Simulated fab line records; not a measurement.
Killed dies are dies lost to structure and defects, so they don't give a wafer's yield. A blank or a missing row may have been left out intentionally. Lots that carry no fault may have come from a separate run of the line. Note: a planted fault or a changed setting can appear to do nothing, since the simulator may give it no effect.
fab line records	flow n5_finfet
record: lots: 10	wafers: 29	last_day: 17
route steps=1938 shown BEOL_M10@1513 BEOL_M11@1536 PASSIVATION@1936
lots that met no fault: taken from a fault-free run of the same line
start_h: start of the lot's first displayed wafer, in hours after the record's first day	wait_h: hours elapsed since this lot's preceding step	" the same as in the row above	L1.1+2: a row that stands for several wafers	- no value present, or no start provided	* or withheld: withheld	< > ~ a bound
route shown NAME@n: a module of which the file shows steps, and the number in the route of the first	usual: mean/standard deviation of fault-free wafers	same: alike in all rows	chamber/n: place in a boat	sites: per-site readings	_std_site: the values' standard deviation	_edge_site: the outer-site mean with the inner-site mean subtracted	radius_mm: how far each site lies from the wafer's centre	mask NAME#n: copy n	behind: the tool/chamber that last shaped the wafer	hold: the reason the lot was held/the length of the hold in hours/how it ended	device: names the non-switching transistor (n, p or np)	end of line: tests of these same wafers at the route's end	a step given without rows: its recipe and nothing more	killed: dies that structure and defects cost at the first sort, which is not the same as the wafer's yield	map: the dies of a wafer, with x for killed, . for not killed, _ for no die there
set.NAME: the setting as run; set.NAME@STEP: as run at that earlier step	model.NAME: the simulator's own value behind a step, which no gauge read
the route's steps for a sample of lots (tables are steps, rows are wafers)
services: the hour from which a tool's chamber was out of use, counted from the record's first day as start_h (under 0 if before that day), plus the number of hours and why
== steps ==
step: N5_BEOL_M10_ETCH_41
recipe: chemistry: CH3F/O2	target: SiCN	target_depth_a: 426	taper_deg: 2	time_s: 86	ion_energy_ev: 120	mask_material: TiN	pressure_mtorr: 30	source_w: 395	bias_w: 75	Ar_flow_sccm: 150	CH3F_flow_sccm: 30	O2_flow_sccm: 20
usual: drypump_motor_current_A: 5.6/0.5	oes_product_au: 0.81/0.08	rf_vpp_V: 297.5/1.3	showerhead_plenum_p_Torr: 2.00/0.051	throttle_valve_pct: 16.24/0.19
lot.wafer	tool	chamber	start_h	wait_h	drypump_motor_current_A	oes_product_au	rf_hours_counter_h	rf_vpp_V	showerhead_plenum_p_Torr	throttle_valve_pct
L358.1	rie_diel-06	2	-	-	6.1	0.84	56	296.1	1.95	16.23
L358.3	"	3	"	"	5.0	0.70	238	295.7	1.97	16.53
L358.6	"	3	"	"	5.0	0.70	-	295.5	1.97	16.54
L359.1	rie_diel-06	0	-	-	5.8	0.70	219	296.3	1.98	16.38
L359.4	"	3	"	"	5.0	0.70	-	296.1	1.97	16.55
L359.5	"	0	"	"	5.8	0.71	-	298.6	1.98	16.38
L362.1	rie_diel-04	1	-	-	5.5	0.70	226	295.6	1.97	16.49
L362.3	"	2	"	"	5.2	0.87	69	298.4	2.03	16.08
L362.5	"	2	"	"	5.1	0.88	-	298.0	2.03	16.10
L363.1	rie_diel-04	2	-	-	5.2	0.86	71	297.2	2.03	16.09
L363.5	"	2	"	"	5.2	0.87	-	299.0	2.03	16.09
L363.6	"	1	"	"	5.5	0.69	-	297.0	1.97	16.49
L365.4	rie_diel-06	2	-	-	6.1	0.80	82	297.3	1.94	16.29
L365.5	"	3	"	"	5.0	1.00	-	297.4	1.96	16.09
L365.6	"	0	"	"	5.8	0.68	-	296.5	1.97	16.42
L366.2	rie_diel-04	0	-	-	6.3	0.81	92	297.5	2.03	15.90
L366.3	"	2	"	"	5.2	0.86	79	298.3	2.03	16.10
L366.6	"	2	"	"	5.1	0.86	-	298.6	2.03	16.12
L376.3	rie_diel-02	0	-	-	5.0	0.85	40	300.9	2.13	16.23
L376.6	"	0	"	"	5.0	0.86	-	298.7	2.13	16.23
L380.2	rie_diel-06	2	-	-	6.1	0.78	113	295.1	1.93	16.34
L380.4	"	0	"	"	5.8	0.95	15	298.8	1.96	16.03
L380.5	"	2	"	"	6.1	0.77	-	297.3	1.93	16.34
L381.1	rie_diel-02	1	-	-	6.7	0.86	77	296.9	1.93	16.18
L381.2	"	0	"	"	5.0	0.84	51	299.2	2.12	16.24
L381.5	"	0	"	"	5.0	0.85	-	301.8	2.12	16.24
L379.1	rie_diel-04	2	-	-	5.1	0.82	106	296.8	2.02	16.16
L379.2	"	1	"	"	5.6	0.97	4	297.3	1.96	16.06
L379.4	"	3	"	"	5.5	0.73	181	298.2	2.00	16.46
step: N5_BEOL_M10_SPUTTER_48
recipe: material: Cu	target_thk_a: 120	temp_c: -20	bias_v: 60	power_w: 26000	chamber_pressure_pa: 0.13	time_s: 2
usual: chamber_pressure_pa: 0.13001/0.00023	throttle_valve_pct: 30.1/0.45
lot.wafer	tool	chamber	start_h	wait_h	chamber_pressure_pa	throttle_valve_pct
L358.1	pvd_sputter-01	-	218.61	0.1	0.1298	30.0
L358.3	"	-	"	"	0.12995	29.7
L358.6	"	-	"	"	0.12999	29.9
L359.1	pvd_sputter-01	-	221.08	0.1	0.12997	30.0
L359.4	"	-	"	"	0.12995	29.5
L359.5	"	-	"	"	0.12957	29.7
L362.1	pvd_sputter-02	-	249.78	0.3	0.13016	29.9
L362.3	"	-	"	"	0.12968	30.8
L362.5	"	-	"	"	0.12994	30.7
L363.1	pvd_sputter-01	-	254.99	0.1	0.13026	29.4
L363.5	"	-	"	"	0.12968	29.7
L363.6	"	-	"	"	0.13018	29.7
L365.4	pvd_sputter-02	-	272.78	0.2	0.12998	29.4
L365.5	"	-	"	"	0.13	30.6
L365.6	"	-	"	"	0.12982	29.9
L366.2	pvd_sputter-03	-	274.63	0.1	0.12997	30.5
L366.3	"	-	"	"	0.13006	29.7
L366.6	"	-	"	"	0.1301	29.9
L376.3	pvd_sputter-01	-	321.48	0.1	0.13019	30.0
L376.6	"	-	"	"	0.13015	30.8
L380.2	pvd_sputter-01	-	351.10	0.3	0.12993	30.0
L380.4	"	-	"	"	0.13004	30.8
L380.5	"	-	"	"	0.13051	30.0
L381.1	pvd_sputter-01	-	351.68	0.2	0.12969	29.9
L381.2	"	-	"	"	0.12985	30.9
L381.5	"	-	"	"	0.12994	29.9
L379.1	pvd_sputter-02	-	352.67	0.1	0.13003	30.8
L379.2	"	-	"	"	0.12981	30.2
L379.4	"	-	"	"	0.13039	29.9
step: N5_BEOL_M11_ILD_DEP_00
recipe: material: SiCOH_lowk	target_thk_a: 3085.1	temp_c: 300	precursor: DEMS/porogen	pressure_torr: 5	rf_w: 500	time_s: 58
usual: heater_power_w: 356/38	showerhead_plenum_p_Torr: 5.741/0.013	throttle_valve_pct: 13.7/0.55
lot.wafer	tool	chamber	start_h	wait_h	heater_power_w	showerhead_plenum_p_Torr	throttle_valve_pct
L358.1	pecvd-02	1	219.85	0.0	329	5.727	13.8
L358.3	"	0	"	"	392	5.753	13.5
L358.6	"	0	"	"	308	5.759	13.4
L359.1	pecvd-01	2	222.13	0.0	385	5.737	12.7
L359.4	"	0	"	"	388	5.743	13.8
L359.5	"	2	"	"	317	5.734	13.0
L362.1	pecvd-02	0	250.99	0.0	384	5.739	13.6
L362.3	"	2	"	"	330	5.744	14.5
L362.5	"	2	"	"	342	5.742	14.2
L363.1	pecvd-02	1	256.86	0.0	297	5.733	13.6
L363.5	"	2	"	"	367	5.754	14.5
L363.6	"	1	"	"	315	5.727	13.6
L365.4	pecvd-02	0	273.82	0.1	368	5.759	13.5
L365.5	"	2	"	"	356	5.760	14.2
L365.6	"	1	"	"	339	5.739	13.4
L366.2	pecvd-01	2	275.65	0.0	322	5.739	12.7
L366.3	"	0	"	"	335	5.728	13.7
L366.6	"	2	"	"	342	5.751	12.6
L376.3	pecvd-01	2	322.70	0.0	385	5.729	12.9
L376.6	"	1	"	"	392	5.728	14.0
L380.2	pecvd-02	0	352.87	0.0	365	5.750	13.4
L380.4	"	2	"	"	403	5.756	14.9
L380.5	"	0	"	"	377	5.742	13.6
L381.1	pecvd-02	1	353.64	0.0	322	5.718	13.5
L381.2	"	2	"	"	408	5.759	14.7
L381.5	"	0	"	"	375	5.763	13.6
L379.1	pecvd-02	2	354.01	0.0	405	5.756	14.6
L379.2	"	0	"	"	373	5.769	13.7
L379.4	"	1	"	"	344	5.726	13.5
step: N5_BEOL_M11_THK_MEAS_01
recipe: reads: SiCOH_lowk_of_BEOL_M11_ILD_DEP_00
usual: M11_ILD_THK: 268/3.1
lot.wafer	tool	chamber	start_h	wait_h	M11_ILD_THK[nm]
L358.1	film_metro-01	-	220.44	0.4	266
L358.3	"	-	"	"	263
L358.6	"	-	"	"	270
L359.1	film_metro-02	-	222.72	0.4	265
L359.4	"	-	"	"	265
L359.5	"	-	"	"	268
L362.1	film_metro-01	-	251.58	0.4	267
L362.3	"	-	"	"	266
L362.5	"	-	"	"	270
L363.1	film_metro-02	-	257.71	0.4	262
L363.5	"	-	"	"	268
L363.6	"	-	"	"	269
L365.4	film_metro-02	-	274.39	0.2	269
L365.5	"	-	"	"	268
L365.6	"	-	"	"	267
L366.2	film_metro-02	-	276.27	0.4	264
L366.3	"	-	"	"	273
L366.6	"	-	"	"	271
L376.3	film_metro-01	-	323.29	0.3	268
L376.6	"	-	"	"	246
L380.2	film_metro-02	-	353.46	0.4	268
L380.4	"	-	"	"	272
L380.5	"	-	"	"	270
L381.1	film_metro-02	-	354.23	0.4	266
L381.2	"	-	"	"	271
L381.5	"	-	"	"	270
L379.1	film_metro-02	-	355.08	0.8	265
L379.2	"	-	"	"	263
L379.4	"	-	"	"	267
step: N5_BEOL_M11_HM_DEP_02
recipe: material: TiN	target_thk_a: 200	temp_c: 25	chamber_pressure_pa: 0.49996
usual: chamber_pressure_pa: 0.5001/0.00094	throttle_valve_pct: 30.1/0.39
lot.wafer	tool	chamber	start_h	wait_h	chamber_pressure_pa	throttle_valve_pct
L358.1	pvd_sputter-01	-	220.70	0.2	0.5013	29.7
L358.3	"	-	"	"	0.5013	30.7
L358.6	"	-	"	"	0.4999	29.5
L359.1	pvd_sputter-03	-	222.82	0.0	0.4992	29.8
L359.4	"	-	"	"	0.4997	30.4
L359.5	"	-	"	"	0.4991	29.6
L362.1	pvd_sputter-03	-	253.77	2.1	0.4994	29.6
L362.3	"	-	"	"	0.5015	30.0
L362.5	"	-	"	"	0.5014	29.9
L363.1	pvd_sputter-01	-	257.87	0.1	0.5010	29.6
L363.5	"	-	"	"	0.5022	29.7
L363.6	"	-	"	"	0.5004	30.4
L365.4	pvd_sputter-03	-	275.11	0.7	0.4988	29.6
L365.5	"	-	"	"	0.5002	30.7
L365.6	"	-	"	"	0.4982	30.1
L366.2	pvd_sputter-03	-	277.85	1.5	0.4989	29.9
L366.3	"	-	"	"	0.4998	29.9
L366.6	"	-	"	"	0.5014	30.6
L376.3	pvd_sputter-03	-	325.37	2.0	0.5005	29.7
L376.6	"	-	"	"	0.4997	30.3
L380.2	pvd_sputter-02	-	354.15	0.6	0.4992	29.6
L380.4	"	-	"	"	0.4993	29.9
L380.5	"	-	"	"	0.5001	30.0
L381.1	pvd_sputter-03	-	355.17	0.9	0.4986	30.6
L381.2	"	-	"	"	0.4999	29.7
L381.5	"	-	"	"	0.5004	30.2
L379.1	pvd_sputter-03	-	355.63	0.5	0.4973	29.5
L379.2	"	-	"	"	0.4982	30.4
L379.4	"	-	"	"	0.5004	30.2
step: N5_PASSIVATION_PROBE_49
usual: defect_limited_yield: 91.3/1.3	killed_at_M0_to_M3: 33/8.9	killed_at_M4_up: 15/5.4	killed_at_contacts: 13/5.8	killed_at_front_end: 39/9.9	killed_at_other: 3.2/2.9	killed_dies: 102/15	killed_open: 68/12	killed_short: 34/7.6	sort_bin_4_leakage: 0.00/0.007	sort_bin_5_function: 5.1/0.89	sort_bin_6_memory: 3.2/0.63	sort_n_pass: 1078/15	sort_yield_pct: 91.3/1.3
same: gross_dies: 1180	killed_at_back_side: 0	sort_bin_8_speed[%]: 0
lot.wafer	tool	chamber	start_h	wait_h	defect_limited_yield[%]	killed_at_M0_to_M3	killed_at_M4_up	killed_at_contacts	killed_at_front_end	killed_at_other	killed_dies	killed_open	killed_short	sort_bin_4_leakage[%]	sort_bin_5_function[%]	sort_bin_6_memory[%]	sort_n_pass	sort_yield_pct[%]
L362.1	prober-02	-	294.38	0.0	93.8	19	12	13	29	0	73	48	25	0	3.0	2.9	1107	93.8
L362.3	prober-02	-	294.48	0.1	91.4	37	12	12	40	1	102	67	35	0	4.9	3.4	1078	91.4
L362.5	prober-02	-	294.58	0.2	90.7	33	22	7	47	1	110	68	42	0	5.7	3.0	1070	90.7
L363.1	prober-02	-	301.04	0.0	92.0	25	7	14	39	9	94	62	32	0	4.5	3.0	1086	92.0
L363.5	prober-02	-	301.24	0.2	92.4	20	21	16	29	4	90	63	27	0	5.0	2.4	1090	92.4
L363.6	prober-02	-	301.29	0.3	91.6	29	17	4	45	4	99	75	24	0	4.6	3.5	1081	91.6
L365.4	prober-01	-	318.07	0.2	91.4	39	8	12	38	5	102	55	47	0	4.7	3.3	1078	91.4
L365.5	prober-01	-	318.12	0.2	90.3	36	13	16	45	4	114	79	35	0	5.2	4.2	1066	90.3
L365.6	prober-01	-	318.17	0.3	91.4	24	12	16	46	3	101	69	32	0	4.6	3.6	1079	91.4
L366.2	prober-01	-	324.75	0.1	92.5	29	11	12	36	0	88	54	33	0	5.1	2.2	1092	92.5
L366.3	prober-01	-	324.80	0.1	94.4	25	6	4	29	2	66	42	24	0	3.8	1.8	1114	94.4
L366.6	prober-01	-	324.95	0.3	93.0	24	7	20	28	4	83	55	27	0	4.5	2.3	1097	93.0
L376.3	prober-01	-	369.20	0.1	90.9	31	12	17	47	0	107	77	30	0	5.3	3.5	1073	90.9
L381.1	prober-02	-	403.86	0.0	92.2	25	10	12	45	0	92	62	30	0	4.6	2.9	1088	92.2
L381.2	prober-02	-	403.91	0.1	93.6	28	3	13	29	2	75	50	25	0	3.7	2.4	1105	93.6
L381.5	prober-02	-	404.06	0.2	91.0	34	12	10	49	1	106	68	38	0	5.6	2.8	1074	91.0
L379.1	prober-01	-	405.58	0.0	87.5	42	19	34	53	0	148	93	54	0	7.8	4.4	1032	87.5
L379.2	prober-01	-	405.63	0.1	90.2	30	19	17	48	2	116	74	42	0	5.2	4.4	1064	90.2
L379.4	prober-01	-	405.73	0.2	89.1	47	18	17	46	1	129	98	30	0	6.7	4.2	1051	89.1
killed by level:class
L362.1 MOL_CONTACT_COAG:geometric_particle:open=11 FIN_SAQP:geometric_particle:short=5 BEOL_M0_SAQP:geometric_particle:open=5 BEOL_M0_SAQP:geometric_particle:short=5 STARTING-WAFER:geometric_particle:open=5 FIN_SAQP:geometric_particle:open=4 STI_FIN_REVEAL:geometric_particle:open=4 BEOL_M2:geometric_particle:open=4
L362.3 BEOL_M0_SAQP:geometric_particle:short=17 BEOL_M0_SAQP:geometric_particle:open=12 MOL_CONTACT_COAG:geometric_particle:open=10 STI_FIN_REVEAL:geometric_particle:open=9 FIN_SAQP:geometric_particle:short=6 FIN_SAQP:geometric_particle:open=5 ILD0:geometric_particle:open=4 BEOL_M2:geometric_particle:open=4
L362.5 FIN_SAQP:geometric_particle:open=13 FIN_SAQP:geometric_particle:short=12 BEOL_M4:geometric_particle:open=12 BEOL_M0_SAQP:geometric_particle:open=10 BEOL_M2:geometric_particle:open=10 BEOL_M0_SAQP:geometric_particle:short=9 STI_FIN_REVEAL:geometric_particle:open=5 MOL_CONTACT_COAG:geometric_particle:open=5
L363.1 MOL_CONTACT_COAG:geometric_particle:open=13 FIN_SAQP:geometric_particle:open=9 FIN_SAQP:geometric_particle:short=8 BEOL_M2:geometric_particle:open=7 STI_FIN_REVEAL:geometric_particle:open=5 BEOL_M0_SAQP:geometric_particle:open=5 PASS1_CAP:geometric_particle:short=5 STARTING-WAFER:geometric_particle:open=4
L363.5 BEOL_M4:geometric_particle:open=12 MOL_CONTACT_COAG:geometric_particle:open=11 FIN_SAQP:geometric_particle:open=7 STI_FIN_REVEAL:geometric_particle:open=7 MOL_CONTACT_COAG:geometric_particle:short=5 BEOL_M0_SAQP:geometric_particle:open=4 BEOL_M1:geometric_particle:open=4 BEOL_M3:geometric_particle:open=4
L363.6 FIN_SAQP:geometric_particle:open=17 BEOL_M2:geometric_particle:open=11 BEOL_M4:geometric_particle:open=8 BEOL_M1:geometric_particle:open=6 STI_FIN_REVEAL:geometric_particle:open=6 ILD0:geometric_particle:short=6 BEOL_M3:geometric_particle:open=6 FIN_SAQP:geometric_particle:short=5
L365.4 BEOL_M0_SAQP:geometric_particle:short=13 FIN_SAQP:geometric_particle:short=9 BEOL_M0_SAQP:geometric_particle:open=9 FIN_SAQP:geometric_particle:open=8 MOL_CONTACT_COAG:geometric_particle:short=6 MOL_CONTACT_COAG:geometric_particle:open=6 STI_FIN_REVEAL:geometric_particle:open=4 DUMMY_GATE:geometric_particle:open=4
L365.5 BEOL_M0_SAQP:geometric_particle:open=14 MOL_CONTACT_COAG:geometric_particle:open=12 FIN_SAQP:geometric_particle:open=9 STI_FIN_REVEAL:geometric_particle:open=9 BEOL_M4:geometric_particle:open=8 BEOL_M2:geometric_particle:open=8 GATE_CUT:geometric_particle:short=7 BEOL_M0_SAQP:geometric_particle:short=7
L365.6 MOL_CONTACT_COAG:geometric_particle:open=13 FIN_SAQP:geometric_particle:short=12 FIN_SAQP:geometric_particle:open=11 BEOL_M0_SAQP:geometric_particle:open=8 STI_FIN_REVEAL:geometric_particle:open=7 BEOL_M2:geometric_particle:open=6 BEOL_M4:geometric_particle:open=4 STARTING-WAFER:geometric_particle:open=3
L366.2 STI_FIN_REVEAL:geometric_particle:open=10 MOL_CONTACT_COAG:geometric_particle:open=8 BEOL_M0_SAQP:geometric_particle:short=8 BEOL_M2:geometric_particle:open=6 FIN_SAQP:geometric_particle:short=5 STI_FIN_REVEAL:geometric_particle:short=5 MOL_CONTACT_COAG:geometric_particle:short=4 BEOL_M1:geometric_particle:open=4
L366.3 STI_FIN_REVEAL:geometric_particle:open=8 BEOL_M3:geometric_particle:open=7 FIN_SAQP:geometric_particle:short=6 BEOL_M2:geometric_particle:open=6 BEOL_M0_SAQP:geometric_particle:short=5 BEOL_M0_SAQP:geometric_particle:open=4 FIN_SAQP:geometric_particle:open=3 GATE_CUT:geometric_particle:short=3
L366.6 MOL_CONTACT_COAG:geometric_particle:open=12 MOL_CONTACT_COAG:geometric_particle:short=8 BEOL_M1:geometric_particle:open=8 BEOL_M2:geometric_particle:open=7 FIN_SAQP:geometric_particle:open=5 STI_FIN_REVEAL:geometric_particle:short=4 STI_FIN_REVEAL:geometric_particle:open=4 DUMMY_GATE:geometric_particle:open=4
L376.3 BEOL_M0_SAQP:geometric_particle:open=15 MOL_CONTACT_COAG:geometric_particle:open=13 STI_FIN_REVEAL:geometric_particle:open=7 DUMMY_GATE:geometric_particle:open=7 FIN_SAQP:geometric_particle:open=6 ILD0:geometric_particle:open=5 GATE_CUT:geometric_particle:short=5 BEOL_M3:geometric_particle:open=5
L381.1 STI_FIN_REVEAL:geometric_particle:open=11 MOL_CONTACT_COAG:geometric_particle:open=11 FIN_SAQP:geometric_particle:short=8 BEOL_M4:geometric_particle:open=8 BEOL_M0_SAQP:geometric_particle:short=7 STARTING-WAFER:geometric_particle:short=7 DUMMY_GATE:geometric_particle:open=5 BEOL_M1:geometric_particle:open=5
L381.2 MOL_CONTACT_COAG:geometric_particle:open=10 BEOL_M0_SAQP:geometric_particle:open=9 BEOL_M1:geometric_particle:open=8 STI_FIN_REVEAL:geometric_particle:open=6 GATE_CUT:geometric_particle:short=6 GATE_CUT:geometric_particle:open=3 MOL_CONTACT_COAG:geometric_particle:short=3 BEOL_M2:geometric_particle:short=3
L381.5 BEOL_M1:geometric_particle:open=13 FIN_SAQP:geometric_particle:short=12 MOL_CONTACT_COAG:geometric_particle:open=10 STI_FIN_REVEAL:geometric_particle:open=8 BEOL_M4:geometric_particle:open=8 GATE_CUT:geometric_particle:short=7 FIN_SAQP:geometric_particle:open=6 GATE_CUT:geometric_particle:open=5
L379.1 MOL_CONTACT_COAG:geometric_particle:open=26 BEOL_M1:geometric_particle:open=12 BEOL_M4:geometric_particle:short=11 DUMMY_GATE:geometric_particle:open=10 MOL_CONTACT_COAG:geometric_particle:short=8 STI_FIN_REVEAL:geometric_particle:open=7 FIN_SAQP:geometric_particle:short=6 FIN_SAQP:geometric_particle:open=6
L379.2 MOL_CONTACT_COAG:geometric_particle:open=13 BEOL_M2:geometric_particle:open=8 STI_FIN_REVEAL:geometric_particle:open=8 FIN_SAQP:geometric_particle:open=6 DUMMY_GATE:geometric_particle:open=6 BEOL_M3:geometric_particle:open=6 BEOL_M4:geometric_particle:open=6 ILD0:geometric_particle:short=5
L379.4 BEOL_M3:geometric_particle:open=21 DUMMY_GATE:geometric_particle:open=13 MOL_CONTACT_COAG:geometric_particle:open=12 FIN_SAQP:geometric_particle:open=6 BEOL_M0:geometric_particle:open=6 BEOL_M2:geometric_particle:open=6 BEOL_M4:geometric_particle:open=6 STI_FIN_REVEAL:geometric_particle:open=5
== services ==
tool	chamber	start_h	hours	kind
rie_diel-02	3	196.56	2.4	repair
rie_diel-02	-	217.41	0.9	repair
rie_diel-02	-	221.67	28.1	pm
rie_diel-06	3	240.20	-	clean
rie_diel-06	3	240.20	-	consumable_replace:focus_ring
rie_diel-06	3	240.20	19.6	scheduled_down
rie_diel-06	3	240.20	19.6	vent_cycle
pecvd-01	1	274.01	5.5	scheduled_down
rie_diel-04	1	283.96	9.8	repair
rie_diel-06	0	291.93	-	clean
rie_diel-06	0	291.93	-	consumable_replace:focus_ring
rie_diel-06	0	291.93	14.4	scheduled_down
rie_diel-06	0	291.93	14.4	vent_cycle
rie_diel-04	2	306.92	9.3	repair
rie_diel-04	1	322.19	-	clean
rie_diel-04	1	322.19	-	consumable_replace:focus_ring
rie_diel-04	1	322.19	16.8	scheduled_down
rie_diel-04	1	322.19	16.8	vent_cycle
pecvd-01	-	330.40	2.8	pm
pvd_sputter-03	-	338.38	2.8	repair
== key ==
first_sign: step: N5_BEOL_M11_THK_MEAS_01	reading: M11_ILD_THK	direction: down	sigmas: 7	usual: 268	struck: 246
effect none on later readings
met_at N5_BEOL_M11_ILD_DEP_00
struck_lots L376
struck_wafers L376.6
not_acting_at N5_BEOL_M10_ETCH_41,N5_BEOL_M10_SPUTTER_48,N5_BEOL_M11_HM_DEP_02
onset_between 275.65 322.70
fault: kind: process_parameter_drift	tool: pecvd-01	chamber: -	onset_h: 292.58	steps: N5_BEOL_M11_ILD_DEP_00	channel: target_thk_a	offset: *	shape: step	end_h: 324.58	scope: struck_wafers_only	acts_in: *	stated: *
